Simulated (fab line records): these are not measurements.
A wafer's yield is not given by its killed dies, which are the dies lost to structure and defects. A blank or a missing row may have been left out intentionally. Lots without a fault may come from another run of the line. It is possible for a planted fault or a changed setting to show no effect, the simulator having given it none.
Lot-split experiment | flow n5_finfet | on a route of 1938 steps: 7 lots, 21 wafers read

## SPLIT DETAILS
At N5_BEOL_M2_COAT_62 (time 60 s, resist thk 12 nm), the setting spin_rpm was moved away from the recipe's 1500 rpm on 8 of the 21 wafers read, by -4.4% to +8.7%. This setting was run at the recipe's value on the other wafers.

## FROM THE SPLIT TO THE READING: what the file shows between them, 6 steps
- N5_BEOL_M2_COAT_73: time 60 s, resist thk 5 nm (also split here: spin_rpm)
- N5_BEOL_M2_COAT_05: resist thk 30 nm
- N5_BEOL_M2_EBR_07
- N5_BEOL_M2_DESCUM_16: chemistry O2, time 7 s
- N5_BEOL_M2_ETCH_74: etches underlayer in N2/H2, target depth 6.5 nm, time 5.2 s
- N5_BEOL_M2_ETCH_63: etches SiARC in CF4, target depth 15.6 nm, time 26 s

## THE READING
SiARC_of_BEOL_M2_COAT_62.thk_nm (the simulator's own value, which no gauge read), in nm, at N5_BEOL_M2_ETCH_64 (etches SOC in N2/H2, target depth 75 nm, overetch 22.5 nm, time 121.9 s). No usual value for it is given in the file. Here, 13 wafers ran the recipe; their average is 6.2 nm with a standard deviation of 0.18 nm.

wafer  | tool, chamber at the split | spin_rpm as run, rpm | against the recipe | SiARC_of_BEOL_M2_COAT_62.thk_nm, nm | against lot-mates on the recipe
L076.1 | litho_track-02, 0          | 1500                 | recipe             | 6.4                                 | -
L076.6 | litho_track-02, 0          | 1500                 | recipe             | 6.4                                 | -
L076.4 | litho_track-02, 0          | 1500                 | recipe             | 6.6                                 | -
L077.2 | litho_track-03, 0          | 1500                 | recipe             | 6                                   | -
L077.6 | litho_track-03, 0          | 1500                 | recipe             | 6                                   | -
L077.3 | litho_track-03, 0          | 1500                 | recipe             | 6.2                                 | -
L082.1 | litho_track-02, 0          | 1500                 | recipe             | 6.2                                 | -
L082.4 | litho_track-02, 0          | 1610                 | +7.3%              | 5.8                                 | -0.4
L082.5 | litho_track-02, 0          | 1610                 | +7.3%              | 5.8                                 | -0.4
L086.2 | litho_track-03, 0          | 1500                 | recipe             | 6                                   | -
L086.3 | litho_track-03, 0          | 1500                 | recipe             | 6.2                                 | -
L086.6 | litho_track-03, 0          | 1500                 | recipe             | 6.2                                 | -
L093.1 | litho_track-03, 0          | 1589                 | +5.9%              | 6                                   | -0.4
L093.2 | litho_track-03, 0          | 1589                 | +5.9%              | 6                                   | -0.4
L093.6 | litho_track-03, 0          | 1500                 | recipe             | 6.4                                 | -
L094.1 | litho_track-05, 0          | 1434                 | -4.4%              | 6.6                                 | +0.6
L094.3 | litho_track-05, 0          | 1434                 | -4.4%              | 6.6                                 | +0.6
L094.6 | litho_track-05, 0          | 1500                 | recipe             | 6                                   | -
L097.2 | litho_track-02, 0          | 1500                 | recipe             | 6.2                                 | -
L097.3 | litho_track-02, 0          | 1631                 | +8.7%              | 5.4                                 | -0.8
L097.5 | litho_track-02, 0          | 1631                 | +8.7%              | 5.4                                 | -0.8

THE FIT
A straight line over all 21 wafers: SiARC_of_BEOL_M2_COAT_62.thk_nm changes by -0.0732 nm for each +1% of spin_rpm; r = -0.85; the points scatter about the line by 0.18 nm.
The same after taking each lot's own level away (the mean of its wafers on the recipe; 21 wafers): -0.0855 nm for each +1%; r = -0.95; scatter 0.12 nm.
Per that fit: largest spin_rpm move, reading shift of 0.75 nm.
The span of the lots' own levels, 6.00 to 6.47 nm, comes to 2.5 times the standard deviation stated above.
So the slope is not independent of the lot-to-lot level: the two fits are not the same.
Check: -0.672 nm against its lot-mates is what the line predicts for one of the wafers moved furthest among these (+8.7%) when that wafer is left out of the fit. It came out at -0.8 nm against them.

## OTHER SPLITS ON THESE WAFERS
Note: prior to the reading, these wafers also went through further splits. Each is held against what the fit with the lots' levels taken away leaves over:
other split on the same wafers            | wafers away from the commonest value | r with SiARC_of_BEOL_M2_COAT_62.thk_nm (lot level and that fit taken away)
N5_BEOL_M0_SAQP_SPACER1_ALD_98 ald_cycles | 6                                    | -0.08
N5_BEOL_M0_SAQP_ETCH_106 target_depth_a   | 8                                    | -0.17
N5_BEOL_M1_ETCH_74 bias_w                 | 3                                    | +0.14
N5_BEOL_M1_ETCH_64 bias_w                 | 7                                    | -0.21
N5_BEOL_M2_COAT_73 spin_rpm               | 6                                    | -0.26

## THE WHOLE CHAIN: every reading that the file lists as answering this split, in the file's order
step               | what it does                                                            | reading                                                                          | change (the file's fit)                | r (the file's)
N5_BEOL_M2_COAT_62 | time 60 s, resist thk 12 nm                                             | SiARC_of_BEOL_M2_COAT_62.thk_nm (the simulator's own value, which no gauge read) | -0.0572 nm for each +1% of the setting | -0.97
N5_BEOL_M2_ETCH_63 | etches SiARC in CF4, target depth 15.6 nm, time 26 s                    | etch.depth_nm (the simulator's own value, which no gauge read)                   | -0.0581 nm for each +1% of the setting | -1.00
N5_BEOL_M2_ETCH_64 | etches SOC in N2/H2, target depth 75 nm, overetch 22.5 nm, time 121.9 s | SiARC_of_BEOL_M2_COAT_62.thk_nm (the simulator's own value, which no gauge read) | -0.0809 nm for each +1% of the setting | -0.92

## FILE'S OWN FIT
SiARC_of_BEOL_M2_COAT_62.thk_nm changes by -0.0809 nm for each +1% of spin_rpm, r = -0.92.
